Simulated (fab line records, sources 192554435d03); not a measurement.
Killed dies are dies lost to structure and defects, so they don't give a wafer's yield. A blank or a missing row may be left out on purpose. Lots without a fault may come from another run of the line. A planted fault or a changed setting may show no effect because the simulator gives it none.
A struck lot beside a sound one | flow n5_finfet | 15 steps out of a route of 1938
Sound: wafers L699.1, L699.4, L699.6. Struck: wafers L708.3, L708.5. (L708.1 of the same lot was not struck and is left out.) The cause comes at the end.
At each step with rows: each side's tool, then ch and its chambers, then its first start. Under that, the readings that differ: sound wafers | struck wafers | difference of the means | sigmas: that difference in standard deviations of wafers without a fault.
alike: readings whose means differ by less than 2 such deviations, and words and numbers that are the same on both sides. not compared: withheld readings, readings that some wafer has no value for, bounds like >300 that may hide the same value, and numbers for which the record gives no deviation and whose values overlap.
The two part at a step that has a row with sigmas, a row that says differs or no value, or rows on one side only. Numbers that don't overlap but have no deviation are shown without sigmas and don't part them. A reading that every wafer of one side lacks parts them only if that side has two wafers or more.

first, 6 steps without rows for these wafers: N5_BEOL_M2_COAT_22 (resist thk 30 nm); N5_BEOL_M2_EBR_24; N5_BEOL_M2_SOFTBAKE_23 (time 60 s); N5_BEOL_M2_EXPOSE_25 (exposes mask V1, defocus 5 nm); N5_BEOL_M2_PEB_26 (peb time 60 s); N5_BEOL_M2_DEVELOP_27 (develop time 30 s).
N5_BEOL_M2_CD_MEAS_28: target cd 26.2 nm, target cd y 24.1 nm.
  sound on cd_sem-02 ch 0, day 7 21:11; struck on cd_sem-03 ch 0, day 9 23:05
  alike: cd_nm
N5_BEOL_M2_OVL_MEAS_29:
  sound on overlay-01 ch 0, day 7 21:13; struck on overlay-01 ch 0, day 9 23:07
  alike: V1_OVL
N5_BEOL_M2_INSPECT_30: inspects for defects (brightfield).
  sound on defect_inspect-02, day 7 21:17; struck on defect_inspect-01, day 9 23:11
  alike: raw_defect_count
N5_BEOL_M2_DESCUM_33: chemistry O2, time 7 s.
  sound on rie_diel-05 ch 0,1,3, day 7 21:19; struck on rie_diel-05 ch 1, day 9 23:13
  reading      | sound             | struck      | difference | sigmas
  rf_vpp_V (V) | 243.8 244.3 244.0 | 242.2 241.5 | -2.2       | -2
  alike: drypump_motor_current_A, oes_product_au, rf_fwd_power_W, showerhead_plenum_p_Torr, throttle_valve_pct
  not compared: rf_hours_counter_h
N5_BEOL_M2_ETCH_77: etches underlayer in N2/H2, target depth 6.5 nm, time 5.2 s.
  sound on rie_diel-05 ch 0,1,3, day 7 21:20; struck on rie_diel-05 ch 1, day 9 23:15
  alike: drypump_motor_current_A, etch_rf_on_time_s, oes_product_au, rf_fwd_power_W, rf_vpp_V, showerhead_plenum_p_Torr, throttle_valve_pct
  not compared: rf_hours_counter_h
N5_BEOL_M2_ETCH_69: etches SiARC in CF4, target depth 15.6 nm, time 26 s.
  sound on rie_diel-05 ch 0,1,3, day 7 21:22; struck on rie_diel-05 ch 1, day 9 23:16
  alike: drypump_motor_current_A, etch_rf_on_time_s, mfc_ar_sccm, oes_product_au, rf_fwd_power_W, rf_vpp_V, showerhead_plenum_p_Torr, throttle_valve_pct
  not compared: rf_hours_counter_h
N5_BEOL_M2_ALD_98: deposits SiO2, target thk 2.5 nm, pulse time 1 s, co reactant pulse time 1 s.
  sound on ald_sin-04 ch 1,2, day 7 21:32; struck on ald_sin-04 ch 1, day 9 23:21
  reading                                  | sound       | struck  | difference | sigmas
  ald_cycles                               | 17 17 17    | 25 25   | +8         |
  model.SiO2_of_BEOL_M2_ALD_98.thk_nm (nm) | 2.4 2.6 2.6 | 3.6 3.6 | +1.1       |
  alike: heater_power_w, precursor_pulse_height_rel
N5_BEOL_M2_ETCHBACK_99: etches SiO2 in CHF3, target depth 5 nm, time 10.4 s.
  sound on rie_diel-05 ch 2,3, day 7 21:39; struck on rie_diel-05 ch 0,2, day 10 09:37
  alike: drypump_motor_current_A, mfc_ar_sccm, oes_product_au, rf_fwd_power_W, rf_vpp_V, showerhead_plenum_p_Torr, throttle_valve_pct
  not compared: rf_hours_counter_h
N5_BEOL_M4_RC_MEAS_101:
  sound on prober-01 ch 0, day 8 21:05; struck on prober-02 ch 0, day 11 11:08
  alike: DIBL_N, DIBL_P, IOFF_N, IOFF_P, ION_N, ION_P, SS_N, SS_P, VT_N, VT_P

WHERE THEY PART
Only at N5_BEOL_M2_DESCUM_33, within this record. Later steps at which nothing parts them and some readings are alike: N5_BEOL_M2_ETCH_77, N5_BEOL_M2_ETCH_69, N5_BEOL_M2_ALD_98, N5_BEOL_M2_ETCHBACK_99, N5_BEOL_M4_RC_MEAS_101.

WHY: what the simulator had put in
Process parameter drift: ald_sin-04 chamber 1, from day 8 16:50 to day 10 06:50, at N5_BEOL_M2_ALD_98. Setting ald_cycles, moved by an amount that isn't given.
